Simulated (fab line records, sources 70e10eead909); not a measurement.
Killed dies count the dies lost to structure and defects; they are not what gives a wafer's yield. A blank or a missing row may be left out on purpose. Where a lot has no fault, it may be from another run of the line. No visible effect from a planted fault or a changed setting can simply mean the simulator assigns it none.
Which tool is to blame? :: flow nand harc :: Sampling: 12 lots, 36 wafers, 4 of 1159 route steps

WHAT THE GAUGES READ, wafer by wafer
No reading from a measuring or inspecting step in the record can be judged against a usual standard deviation.

WHICH TOOL RAN EACH LOT (tool, then ch and the chambers of the sampled wafers, then the start)
lot: L320
NHARC_A_M0_DESCUM_14: rie diel-10 ch 1,2,3, day 17 19:46
NHARC_A_M0_PRE_CLEAN_31: pecvd-04 ch 1,2, day 17 22:21
NHARC_A_M1_ETCH_15: rie diel-11 ch 1,3, day 18 00:11
NHARC_A_M1_DEP_33: pecvd-01 ch 0,1,2, day 18 02:47

lot: L319
NHARC_A_M0_DESCUM_14: rie diel-10 ch 0,1,2, day 17 20:25
NHARC_A_M0_PRE_CLEAN_31: pecvd-04 ch 0,1,2, day 17 22:57
NHARC_A_M1_ETCH_15: rie diel-11 ch 0,1,3, day 18 00:37
NHARC_A_M1_DEP_33: pecvd-02 ch 0,1, day 18 03:14

lot: L321
NHARC_A_M0_DESCUM_14: rie diel-02 ch 1,2, day 17 20:37
NHARC_A_M0_PRE_CLEAN_31: pecvd-02 ch 0,1,2, day 17 23:16
NHARC_A_M1_ETCH_15: rie diel-11 ch 0,1,2, day 18 00:56
NHARC_A_M1_DEP_33: pecvd-01 ch 0,1,2, day 18 03:31

lot: L322
NHARC_A_M0_DESCUM_14: rie diel-09 ch 0,1,2, day 17 20:47
NHARC_A_M0_PRE_CLEAN_31: pecvd-01 ch 0,1, day 17 23:21
NHARC_A_M1_ETCH_15: rie diel-05 ch 0,3, day 18 01:20
NHARC_A_M1_DEP_33: pecvd-04 ch 0,2, day 18 03:58

lot: L324
NHARC_A_M0_DESCUM_14: rie diel-02 ch 0,1,3, day 18 05:45
NHARC_A_M0_PRE_CLEAN_31: pecvd-04 ch 0,1,2, day 18 08:32
NHARC_A_M1_ETCH_15: rie diel-05 ch 2,3, day 18 10:13
NHARC_A_M1_DEP_33: pecvd-04 ch 0,2, day 18 12:48

lot: L323
NHARC_A_M0_DESCUM_14: rie diel-09 ch 0,2,3, day 18 06:10
NHARC_A_M0_PRE_CLEAN_31: pecvd-02 ch 1,2, day 18 09:11
NHARC_A_M1_ETCH_15: rie diel-11 ch 0,1,2, day 18 10:53
NHARC_A_M1_DEP_33: pecvd-04 ch 0,2, day 18 13:25

lot: L326
NHARC_A_M0_DESCUM_14: rie diel-02 ch 0,3, day 19 09:30
NHARC_A_M0_PRE_CLEAN_31: pecvd-04 ch 0,2, day 19 12:07
NHARC_A_M1_ETCH_15: rie diel-07 ch 0,1,3, day 19 13:40
NHARC_A_M1_DEP_33: pecvd-04 ch 1,2, day 19 16:16

lot: L331
NHARC_A_M0_DESCUM_14: rie diel-09 ch 0,1, day 21 14:32
NHARC_A_M0_PRE_CLEAN_31: pecvd-02 ch 1,2, day 21 17:15
NHARC_A_M1_ETCH_15: rie diel-11 ch 2,3, day 21 18:55
NHARC_A_M1_DEP_33: pecvd-04 ch 0,1,2, day 21 23:13

lot: L335
NHARC_A_M0_DESCUM_14: rie diel-02 ch 0,1,3, day 21 21:47
NHARC_A_M0_PRE_CLEAN_31: pecvd-04 ch 1,2, day 22 01:35
NHARC_A_M1_ETCH_15: rie diel-05 ch 0,1,3, day 22 03:10
NHARC_A_M1_DEP_33: pecvd-01 ch 0,1, day 22 07:27

lot: L338
NHARC_A_M0_DESCUM_14: rie diel-10 ch 0,1,2, day 22 09:40
NHARC_A_M0_PRE_CLEAN_31: pecvd-04 ch 0,1,2, day 22 12:56
NHARC_A_M1_ETCH_15: rie diel-07 ch 0,2,3, day 22 14:37
NHARC_A_M1_DEP_33: pecvd-04 ch 0,1,2, day 22 17:52

lot: L340
NHARC_A_M0_DESCUM_14: rie diel-02 ch 0,2, day 23 03:08
NHARC_A_M0_PRE_CLEAN_31: pecvd-01 ch 0,1,2, day 23 06:01
NHARC_A_M1_ETCH_15: rie diel-05 ch 2,3, day 23 07:34
NHARC_A_M1_DEP_33: pecvd-04 ch 1,2, day 23 10:08

lot: L342
NHARC_A_M0_DESCUM_14: rie diel-10 ch 1,2, day 23 13:41
NHARC_A_M0_PRE_CLEAN_31: pecvd-04 ch 1,2, day 23 16:25
NHARC_A_M1_ETCH_15: rie diel-07 ch 0,1,2, day 23 18:20
NHARC_A_M1_DEP_33: pecvd-04 ch 0,1,2, day 23 20:53
- NHARC_A_M0_DESCUM_14: chemistry O2, time 3 s.
- NHARC_A_M0_PRE_CLEAN_31: time 12 s.
- NHARC_A_M1_ETCH_15: etches the open film in C4F8/Ar, target depth 182.5 nm, time 91.2 s.
- NHARC_A_M1_DEP_33: deposits SiCN, target thk 30 nm.

AS READ BY THE TOOLS THEMSELVES (means over the sampled wafers that have a number; for cases with no such wafer, the mark the record gives instead)
NHARC_A_M0_DESCUM_14. Usual: drypump motor current A 5.9 A, standard deviation 0.45; oes product au 0.999 a.u., standard deviation 0.01; rf vpp V 57.9 V, standard deviation 0.98; showerhead plenum p Torr 1.94 Torr, standard deviation 0.099; throttle valve pct 11.310 %, standard deviation 0.0095.
lot: L320
tool: rie diel-10
drypump motor current A (A): 5.9
oes product au (a.u.): 0.990
rf vpp V (V): 57.0
showerhead plenum p Torr (Torr): 1.89
throttle valve pct (%): 11.316
flag: 

lot: L319
tool: rie diel-10
drypump motor current A (A): 6.1
oes product au (a.u.): 0.997
rf vpp V (V): 58.4
showerhead plenum p Torr (Torr): 1.96
throttle valve pct (%): 11.303
flag: 

lot: L321
tool: rie diel-02
drypump motor current A (A): 5.6
oes product au (a.u.): 1.011
rf vpp V (V): 59.2
showerhead plenum p Torr (Torr): 1.95
throttle valve pct (%): 11.306
flag: 

lot: L322
tool: rie diel-09
drypump motor current A (A): 5.9
oes product au (a.u.): 0.991
rf vpp V (V): 57.9
showerhead plenum p Torr (Torr): 1.96
throttle valve pct (%): 11.307
flag: 

lot: L324
tool: rie diel-02
drypump motor current A (A): 5.7
oes product au (a.u.): 1.001
rf vpp V (V): 57.1
showerhead plenum p Torr (Torr): 1.88
throttle valve pct (%): 11.313
flag: 

lot: L323
tool: rie diel-09
drypump motor current A (A): 5.8
oes product au (a.u.): 1.002
rf vpp V (V): 58.5
showerhead plenum p Torr (Torr): 1.92
throttle valve pct (%): 11.307
flag: 

lot: L326
tool: rie diel-02
drypump motor current A (A): 5.6
oes product au (a.u.): 1.002
rf vpp V (V): 58.7
showerhead plenum p Torr (Torr): 1.96
throttle valve pct (%): 11.314
flag: 

lot: L331
tool: rie diel-09
drypump motor current A (A): 6.1
oes product au (a.u.): 1.001
rf vpp V (V): 58.4
showerhead plenum p Torr (Torr): 2.03
throttle valve pct (%): 11.318
flag: 

lot: L335
tool: rie diel-02
drypump motor current A (A): 5.7
oes product au (a.u.): 1.005
rf vpp V (V): 57.2
showerhead plenum p Torr (Torr): 1.88
throttle valve pct (%): 11.312
flag: 

lot: L338
tool: rie diel-10
drypump motor current A (A): 6.0
oes product au (a.u.): 0.998
rf vpp V (V): 58.2
showerhead plenum p Torr (Torr): 1.96
throttle valve pct (%): 11.302
flag: 

lot: L340
tool: rie diel-02
drypump motor current A (A): 5.6
oes product au (a.u.): 1.001
rf vpp V (V): 57.7
showerhead plenum p Torr (Torr): 2.01
throttle valve pct (%): 11.311
flag: 

lot: L342
tool: rie diel-10
drypump motor current A (A): 5.7
oes product au (a.u.): 0.988
rf vpp V (V): 57.6
showerhead plenum p Torr (Torr): 1.88
throttle valve pct (%): 11.305
flag: 

NHARC_A_M0_PRE_CLEAN_31. Usual: heater power outer w 356 W, standard deviation 92; heater power w 609 W, standard deviation 120.
lot: L320
tool: pecvd-04
heater power outer w (W): 473
heater power w (W): 751
flag: 

lot: L319
tool: pecvd-04
heater power outer w (W): 365
heater power w (W): 588
flag: 

lot: L321
tool: pecvd-02
heater power outer w (W): 316
heater power w (W): 598
flag: 

lot: L322
tool: pecvd-01
heater power outer w (W): 309
heater power w (W): 561
flag: 

lot: L324
tool: pecvd-04
heater power outer w (W): 385
heater power w (W): 612
flag: 

lot: L323
tool: pecvd-02
heater power outer w (W): 279
heater power w (W): 546
flag: 

lot: L326
tool: pecvd-04
heater power outer w (W): 312
heater power w (W): 524
flag: 

lot: L331
tool: pecvd-02
heater power outer w (W): 323
heater power w (W): 619
flag: 

lot: L335
tool: pecvd-04
heater power outer w (W): 376
heater power w (W): 606
flag: 

lot: L338
tool: pecvd-04
heater power outer w (W): 370
heater power w (W): 596
flag: 

lot: L340
tool: pecvd-01
heater power outer w (W): 371
heater power w (W): 639
flag: 

lot: L342
tool: pecvd-04
heater power outer w (W): 395
heater power w (W): 620
flag: 

NHARC_A_M1_ETCH_15. Usual: oes product au 0.953 a.u., standard deviation 0.022; rf vpp V 441 V, standard deviation 3.4; run length s 112.6 s, standard deviation 0.43.
lot: L320
tool: rie diel-11
oes product au (a.u.): 0.962
rf vpp V (V): 437
run length s (s): 112.8
flag: 

lot: L319
tool: rie diel-11
oes product au (a.u.): 0.973
rf vpp V (V): 440
run length s (s): 112.6
flag: 

lot: L321
tool: rie diel-11
oes product au (a.u.): 0.966
rf vpp V (V): 441
run length s (s): 112.2
flag: 

lot: L322
tool: rie diel-05
oes product au (a.u.): 0.918
rf vpp V (V): 445
run length s (s): 112.8
flag: 

lot: L324
tool: rie diel-05
oes product au (a.u.): 0.975
rf vpp V (V): 445
run length s (s): 112.7
flag: 

lot: L323
tool: rie diel-11
oes product au (a.u.): 0.973
rf vpp V (V): 441
run length s (s): 112.4
flag: 

lot: L326
tool: rie diel-07
oes product au (a.u.): 0.953
rf vpp V (V): 439
run length s (s): 112.0
flag: 

lot: L331
tool: rie diel-11
oes product au (a.u.): 0.942
rf vpp V (V): 438
run length s (s): 108.6
flag: OFF

lot: L335
tool: rie diel-05
oes product au (a.u.): 0.969
rf vpp V (V): 444
run length s (s): 113.2
flag: 

lot: L338
tool: rie diel-07
oes product au (a.u.): 0.966
rf vpp V (V): 441
run length s (s): 112.0
flag: 

lot: L340
tool: rie diel-05
oes product au (a.u.): 0.980
rf vpp V (V): 445
run length s (s): 112.8
flag: 

lot: L342
tool: rie diel-07
oes product au (a.u.): 0.927
rf vpp V (V): 441
run length s (s): 112.2
flag: 

NHARC_A_M1_DEP_33. Usual: heater power outer w 325 W, standard deviation 93; heater power w 567 W, standard deviation 120; showerhead vpp V 1327 V, standard deviation 89.
lot: L320
tool: pecvd-01
heater power outer w (W): 294
heater power w (W): 542
showerhead vpp V (V): 1319
flag: 

lot: L319
tool: pecvd-02
heater power outer w (W): 352
heater power w (W): 653
showerhead vpp V (V): 1398
flag: 

lot: L321
tool: pecvd-01
heater power outer w (W): 312
heater power w (W): 565
showerhead vpp V (V): 1324
flag: 

lot: L322
tool: pecvd-04
heater power outer w (W): 279
heater power w (W): 468
showerhead vpp V (V): 1306
flag: 

lot: L324
tool: pecvd-04
heater power outer w (W): 250
heater power w (W): 428
showerhead vpp V (V): 1297
flag: 

lot: L323
tool: pecvd-04
heater power outer w (W): 315
heater power w (W): 517
showerhead vpp V (V): 1334
flag: 

lot: L326
tool: pecvd-04
heater power outer w (W): 460
heater power w (W): 722
showerhead vpp V (V): 1270
flag: 

lot: L331
tool: pecvd-04
heater power outer w (W): 373
heater power w (W): 595
showerhead vpp V (V): 1290
flag: 

lot: L335
tool: pecvd-01
heater power outer w (W): 307
heater power w (W): 548
showerhead vpp V (V): 1381
flag: 

lot: L338
tool: pecvd-04
heater power outer w (W): 337
heater power w (W): 544
showerhead vpp V (V): 1302
flag: 

lot: L340
tool: pecvd-04
heater power outer w (W): 355
heater power w (W): 584
showerhead vpp V (V): 1333
flag: 

lot: L342
tool: pecvd-04
heater power outer w (W): 353
heater power w (W): 571
showerhead vpp V (V): 1299
flag: 

THE ANSWER, worked out from the rows above alone
Rule: a lot is off if the mean of its wafers that have a number lies more than 3 standard deviations from the usual mean. Also off: a lot with no number at a reading for which 4 or more lots have one. Where the step has rows for the other lots, those lots are counted as sound. Order of review: gauges by route order, followed by the tools' own readings, for which a lot's mean as printed above is used. The first step at which some lot is off is used, and at that step the reading that is off furthest; a lot without a number counts as furthest.
Off at NHARC_A_M1_ETCH_15 (run length s): L331.
A tool fits if, at that step or a process step before it, it ran every lot that is off, and no sound lot after the first of them. Can't be told from this: 3 tools fit, rie diel-09 at NHARC_A_M0_DESCUM_14, pecvd-02 at NHARC_A_M0_PRE_CLEAN_31, rie diel-11 at NHARC_A_M1_ETCH_15.

WHAT THE SIMULATOR HAD INSERTED
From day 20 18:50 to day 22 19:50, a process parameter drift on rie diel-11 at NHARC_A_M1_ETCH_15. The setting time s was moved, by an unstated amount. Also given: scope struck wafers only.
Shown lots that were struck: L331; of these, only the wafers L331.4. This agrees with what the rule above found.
